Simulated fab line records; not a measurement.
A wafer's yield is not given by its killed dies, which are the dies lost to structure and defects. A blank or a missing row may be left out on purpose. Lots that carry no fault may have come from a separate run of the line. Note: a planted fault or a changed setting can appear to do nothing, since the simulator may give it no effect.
Chamber matching ; flow nand harc ; NHARC_A_BLC_STRIP_21 on rie diel-09 has 4 sister chambers
The step strips in O2. 4 wafers are shown with their chamber, then 7 later ones without.

== WAFERS, EACH WITH ITS CHAMBER ==
wafer;chamber;drypump motor current A (A)
L083.6;1;5.5
L084.1;3;6.5
L088.3;0;5.2
L088.4;2;5.8

== WAFERS MISSING THEIR CHAMBER ==
wafer;drypump motor current A (A)
L088.6;6.5
L091.1;5.7
L091.3;5.2
L091.4;5.5
L097.1;6.5
L097.2;5.8
L097.6;5.5

== WHICH CHAMBER EACH ONE RAN IN ==
wafer;from the rows above;in truth
L088.6;3;3
L091.1;2;2
L091.3;0;0
L091.4;1;1
L097.1;3;3
L097.2;2;2
L097.6;1;1
Correct placement for 7 of the 7. Not placeable from these rows: 0. Wrongly placed: 0.
How it was worked out, from the rows above alone: a wafer's distance from a chamber is the root of the sum, over the readings, of the square of ((its reading less the chamber's mean) divided by the reading's scatter). If the next closest chamber is less than 2 further off than the closest, the wafer can't be placed; otherwise it belongs to the closest. The mean given for a chamber averages the wafers shown for that chamber. The scatter: with one shown wafer a chamber, the root of the mean of the squares of how far each hidden wafer lies from its nearest shown one.
